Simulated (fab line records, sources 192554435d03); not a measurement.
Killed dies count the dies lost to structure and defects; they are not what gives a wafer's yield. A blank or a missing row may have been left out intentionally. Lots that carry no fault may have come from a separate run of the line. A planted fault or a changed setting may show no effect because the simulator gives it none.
Chamber matching | flow n5Finfet | pecvd-04 running N5_BEOL_M6_ILD_DEP_00: 3 sister chambers
The step deposits SiCOH lowk from DEMS/porogen, target thk 179.75 nm, time 33.4 s. 3 wafers are shown with their chamber, then 7 later ones without.

## EACH WAFER AND ITS CHAMBER
wafer  | chamber | heaterPowerW (W)
L110.1 | 1       | 291
L119.1 | 0       | 265
L119.2 | 2       | 241

## WAFERS WITH NO CHAMBER GIVEN
wafer  | heaterPowerW (W)
L119.3 | 307
L125.2 | 239
L125.4 | 312
L125.5 | 235
L124.1 | 239
L124.2 | 331
L124.4 | 182

## WHICH CHAMBER EACH ONE RAN IN
wafer  | from the rows above          | in truth
L119.3 | can't be placed: 1 or 0 or 2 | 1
L125.2 | can't be placed: 2 or 0 or 1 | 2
L125.4 | can't be placed: 1 or 0 or 2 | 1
L125.5 | can't be placed: 2 or 0 or 1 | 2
L124.1 | can't be placed: 2 or 0 or 1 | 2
L124.2 | can't be placed: 1 or 0 or 2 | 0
L124.4 | can't be placed: 2 or 0 or 1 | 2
Correct placement for 0 of the 7. These rows do not allow placing 7 (true chamber among the candidates in 7). 0 placed wrongly.
How it was worked out, from the rows above alone: a wafer's distance from a chamber is the root of the sum, over the readings, of the square of ((its reading less the chamber's mean) divided by the reading's scatter). If the next closest chamber is less than 2 further off than the closest, the wafer can't be placed; otherwise it belongs to the closest. The mean given for a chamber averages the wafers shown for that chamber. The scatter: with one shown wafer a chamber, the root of the mean of the squares of how far each hidden wafer lies from its nearest shown one.
